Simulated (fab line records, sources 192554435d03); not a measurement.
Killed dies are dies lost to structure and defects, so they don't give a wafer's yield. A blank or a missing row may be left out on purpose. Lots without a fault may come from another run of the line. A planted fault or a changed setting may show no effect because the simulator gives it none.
Chamber matching | flow n5_finfet | N5_BEOL_M0_SAQP_STRIP_86 on rie_diel-01: 4 sister chambers
The step strips in N2/H2. 14 wafers are shown with their chamber, then 7 later ones without.

WAFERS WITH THEIR CHAMBER
wafer  | chamber | showerhead_plenum_p_Torr (Torr) | drypump_motor_current_A (A) | throttle_valve_pct (%)
L077.1 | 3       | 3.27                            | 4.7                         | 18.6
L077.2 | 0       | 3.51                            | 5.8                         | 19.6
L077.5 | 0       | 3.51                            | 5.7                         | 19.5
L089.1 | 2       | 3.27                            | 5.0                         | 18.9
L089.3 | 0       | 3.50                            | 5.8                         | 19.6
L089.6 | 2       | 3.27                            | 5.0                         | 18.9
L090.3 | 0       | 3.49                            | 5.7                         | 19.6
L090.4 | 1       | 3.23                            | 5.8                         | 18.6
L090.6 | 3       | 3.26                            | 4.7                         | 18.7
L092.1 | 1       | 3.23                            | 5.8                         | 18.6
L092.2 | 0       | 3.49                            | 5.8                         | 19.6
L092.3 | 2       | 3.27                            | 5.0                         | 18.9
L093.3 | 0       | 3.49                            | 5.8                         | 19.6
L093.4 | 2       | 3.27                            | 4.9                         | 18.9

SIGNATURES (means of the wafers above)
reading                  | chamber 0 | chamber 1 | chamber 2 | chamber 3 | scatter within a chamber
showerhead_plenum_p_Torr | 3.4983    | 3.2300    | 3.2700    | 3.2650    | 0.0073
drypump_motor_current_A  | 5.767     | 5.800     | 4.975     | 4.700     | 0.0456
throttle_valve_pct       | 19.583    | 18.600    | 18.900    | 18.650    | 0.0365
Rule: a wafer's distance from a chamber is the root of the sum, over the readings, of the square of ((its reading less the chamber's mean) divided by the reading's scatter). The wafer belongs to the nearest chamber; if the next one is less than 2 further off, it can't be placed. The scatter: the root of (the sum of the squares of (reading less its chamber's mean) over the shown wafers, divided by (wafers less chambers)).

WAFERS WITHOUT THEIR CHAMBER
wafer  | showerhead_plenum_p_Torr (Torr) | drypump_motor_current_A (A) | throttle_valve_pct (%)
L093.6 | 3.26                            | 4.7                         | 18.6
L094.1 | 3.22                            | 5.8                         | 18.6
L094.4 | 3.27                            | 5.0                         | 18.9
L094.6 | 3.26                            | 4.7                         | 18.7
L096.3 | 3.26                            | 5.0                         | 18.9
L096.4 | 3.48                            | 5.8                         | 19.6
L096.6 | 3.25                            | 4.7                         | 18.7

WHICH CHAMBER EACH WENT THROUGH
wafer  | from the rows above | in truth
L093.6 | 3                   | 3
L094.1 | 1                   | 1
L094.4 | 2                   | 2
L094.6 | 3                   | 3
L096.3 | 2                   | 2
L096.4 | 0                   | 0
L096.6 | 3                   | 3
Placed correctly: 7 of 7. Can't be placed from these rows: 0. Placed wrongly: 0.
